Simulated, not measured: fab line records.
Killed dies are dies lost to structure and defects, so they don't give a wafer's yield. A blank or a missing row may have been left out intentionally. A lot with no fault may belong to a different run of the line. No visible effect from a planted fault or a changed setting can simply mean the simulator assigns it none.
Chamber matching | flow nand_harc | NHARC_A_BLC_STRIP_21 on rie_diel-11: 4 sister chambers
The step strips in O2. 18 wafers are shown with their chamber, then 9 later ones without.

## WAFERS, EACH WITH ITS CHAMBER
wafer  | chamber | showerhead_plenum_p_Torr (Torr) | drypump_motor_current_A (A) | oes_product_au (a.u.)
L522.1 | 0       | 3.35                            | 5.35                        | 1.010
L522.2 | 3       | 3.43                            | 5.92                        | 1.000
L522.4 | 3       | 3.43                            | 5.92                        | 1.009
L526.1 | 3       | 3.43                            | 5.92                        | 1.001
L526.4 | 1       | 3.51                            | 5.54                        | 0.998
L526.5 | 3       | 3.43                            | 5.89                        | 1.001
L528.3 | 2       | 3.37                            | 5.63                        | 0.972
L528.4 | 2       | 3.37                            | 5.59                        | 0.981
L528.6 | 1       | 3.50                            | 5.52                        | 0.994
L525.2 | 2       | 3.37                            | 5.62                        | 0.994
L525.4 | 0       | 3.35                            | 5.39                        | 1.009
L525.5 | 2       | 3.37                            | 5.62                        | 0.993
L529.2 | 0       | 3.35                            | 5.38                        | 1.002
L529.3 | 2       | 3.37                            | 5.60                        | 0.986
L529.6 | 1       | 3.50                            | 5.49                        | 1.007
L530.1 | 3       | 3.43                            | 5.90                        | 1.007
L530.2 | 2       | 3.37                            | 5.62                        | 0.982
L530.5 | 0       | 3.35                            | 5.38                        | 1.000

SIGNATURES (means of the wafers above)
reading                  | chamber 0 | chamber 1 | chamber 2 | chamber 3 | scatter within a chamber
showerhead_plenum_p_Torr | 3.3500    | 3.5033    | 3.3700    | 3.4300    | 0.00218
drypump_motor_current_A  | 5.3750    | 5.5167    | 5.6133    | 5.9100    | 0.0171
oes_product_au           | 1.00525   | 0.99967   | 0.98467   | 1.00360   | 0.00638
Rule: a wafer lies at a distance from a chamber equal to the root of the sum of squares, over the readings, of (its reading less the chamber's mean, divided by the reading's scatter). The wafer belongs to the nearest chamber; if the next one is less than 2 further off, it can't be placed. How the scatter is found: for the shown wafers, subtract from each reading the mean of its chamber, square and add these, divide the total by (wafers less chambers), then take the root.

## WAFERS WHOSE CHAMBER IS MISSING
wafer  | showerhead_plenum_p_Torr (Torr) | drypump_motor_current_A (A) | oes_product_au (a.u.)
L531.1 | 3.35                            | 5.38                        | 1.005
L531.2 | 3.37                            | 5.59                        | 0.974
L531.5 | 3.50                            | 5.48                        | 1.002
L538.3 | 3.50                            | 5.49                        | 0.998
L538.4 | 3.43                            | 5.89                        | 1.012
L538.6 | 3.50                            | 5.49                        | 1.002
L542.1 | 3.37                            | 5.57                        | 0.988
L542.4 | 3.43                            | 5.90                        | 1.009
L542.6 | 3.34                            | 5.37                        | 1.000

## WHICH CHAMBER EACH WENT THROUGH
wafer  | from the rows above | in truth
L531.1 | 0                   | 0
L531.2 | 2                   | 2
L531.5 | 1                   | 1
L538.3 | 1                   | 1
L538.4 | 3                   | 3
L538.6 | 1                   | 1
L542.1 | 2                   | 2
L542.4 | 3                   | 3
L542.6 | 0                   | 0
9 of 9 placed correctly. From these rows, 0 cannot be placed. Number placed wrongly: 0.
